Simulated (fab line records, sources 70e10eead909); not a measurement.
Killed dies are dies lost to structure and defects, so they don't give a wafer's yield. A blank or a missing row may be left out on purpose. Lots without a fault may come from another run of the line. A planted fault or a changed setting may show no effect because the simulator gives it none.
Which tool did it? | flow nand_harc | 12 lots, 36 wafers sampled, at 5 steps of a route of 1302

WHAT THE GAUGES READ, wafer by wafer
NHARC_A_SGD_CUT_OVL_MEAS_10.
lot  | measured     | on         | overlay_x_nm (nm)
L075 | day 20 00:04 | overlay-02 | -0.3 -0.1 -1.0
L077 | day 20 20:16 | overlay-02 | 1.4 1.7 1.8
L079 | day 20 20:50 | overlay-02 | 1.2 1.3 0.9
L081 | day 21 22:30 | overlay-01 | 0.3 0.6 0.2
L085 | day 23 14:38 | overlay-01 | 1.5 1.4 1.4
L083 | day 23 14:47 | overlay-02 | 0.0 0.0 0.3
L087 | day 25 03:48 | overlay-01 | 0.3 0.6 0.6
L088 | day 25 03:57 | overlay-02 | -2.2 -2.2 -1.5
L091 | day 26 10:02 | overlay-01 | 0.5 0.8 0.1
L093 | day 26 19:45 | overlay-02 | -2.5 -1.9 -2.3
L095 | day 27 16:32 | overlay-01 | 0.2 0.4 0.6
L097 | day 28 18:56 | overlay-01 | -0.2 0.3 0.0

WHICH TOOL RAN EACH LOT (tool, then ch and the chambers of the sampled wafers, then the start)
lot  | NHARC_A_STAIRCASE_DEP_322       | NHARC_A_STAIRCASE_CMP_450     | NHARC_A_STAIRCASE_ETCHBACK_157     | NHARC_A_STAIRCASE_DEP_471
L075 | pecvd-04 ch 0,1,2, day 18 21:08 | cmp-03 ch 1,3, day 19 21:21   | rie_diel-03 ch 0,1,3, day 19 22:16 | pecvd-01 ch 0,1,2, day 19 22:38
L077 | pecvd-04 ch 1,2, day 19 18:02   | cmp-02 ch 0,1,3, day 20 17:37 | rie_diel-06 ch 2,3, day 20 18:29   | pecvd-01 ch 1,2, day 20 18:48
L079 | pecvd-01 ch 0,1, day 19 18:39   | cmp-01 ch 0,1,2, day 20 18:10 | rie_diel-06 ch 0,2,3, day 20 19:04 | pecvd-01 ch 1,2, day 20 19:20
L081 | pecvd-04 ch 0,1,2, day 20 20:35 | cmp-01 ch 0,1,2, day 21 19:48 | rie_diel-06 ch 0,2,3, day 21 20:44 | pecvd-02 ch 0,2, day 21 21:02
L085 | pecvd-02 ch 0,2, day 22 13:29   | cmp-02 ch 1,3, day 23 11:59   | rie_diel-09 ch 0,1,3, day 23 12:55 | pecvd-04 ch 0,1,2, day 23 13:09
L083 | pecvd-04 ch 1,2, day 22 13:41   | cmp-01 ch 0,2, day 23 12:00   | rie_diel-06 ch 0,1,2, day 23 12:56 | pecvd-01 ch 0,2, day 23 13:14
L087 | pecvd-04 ch 0,2, day 24 04:14   | cmp-03 ch 1,2,3, day 25 01:06 | rie_diel-03 ch 0,1,3, day 25 02:02 | pecvd-01 ch 0,1, day 25 02:17
L088 | pecvd-02 ch 1,2, day 24 04:18   | cmp-01 ch 2,3, day 25 01:08   | rie_diel-09 ch 1,2,3, day 25 02:04 | pecvd-02 ch 1,2, day 25 02:22
L091 | pecvd-01 ch 0,1, day 25 05:46   | cmp-03 ch 1,2,3, day 26 07:30 | rie_diel-06 ch 1,2,3, day 26 08:22 | pecvd-04 ch 0,1, day 26 08:39
L093 | pecvd-01 ch 0,1,2, day 25 19:37 | cmp-02 ch 0,1,2, day 26 17:07 | rie_diel-09 ch 1,2,3, day 26 18:02 | pecvd-01 ch 0,1,2, day 26 18:19
L095 | pecvd-04 ch 1,2, day 26 15:02   | cmp-03 ch 0,1,2, day 27 13:44 | rie_diel-09 ch 0,1,3, day 27 14:42 | pecvd-01 ch 0,1,2, day 27 15:10
L097 | pecvd-01 ch 0,1, day 27 13:48   | cmp-03 ch 1,2,3, day 28 16:15 | rie_diel-09 ch 0,3, day 28 17:10   | pecvd-04 ch 0,1, day 28 17:30
- NHARC_A_STAIRCASE_DEP_322: deposits SiO2, target thk 7200 nm.
- NHARC_A_STAIRCASE_CMP_450: polishes SiO2, target thk 200 nm.
- NHARC_A_STAIRCASE_ETCHBACK_157: etches the open film in CH3F/O2, target depth 90 nm, time 167.14 s.
- NHARC_A_STAIRCASE_DEP_471: deposits SiO2, target thk 100 nm.

THE ANSWER, worked out from the rows above alone
Rule: what is usual is taken from the lots themselves. Put in order of their means at a reading, lots are off if they are a third of the lots or fewer, leave a main group of 4 or more, and stand apart from it by a gap of 3 or more times the standard deviation of the main group's means; of several such gaps the widest counts. A main group whose means are all the same, to the digits that the tables above print for the reading, isn't used. A lot without any number at a reading at which 4 lots or more have one is off too. The other lots that the step has rows for count as sound.
No lot is off at any reading shown: from this, nothing can be told.

WHAT THE SIMULATOR HAD PUT IN
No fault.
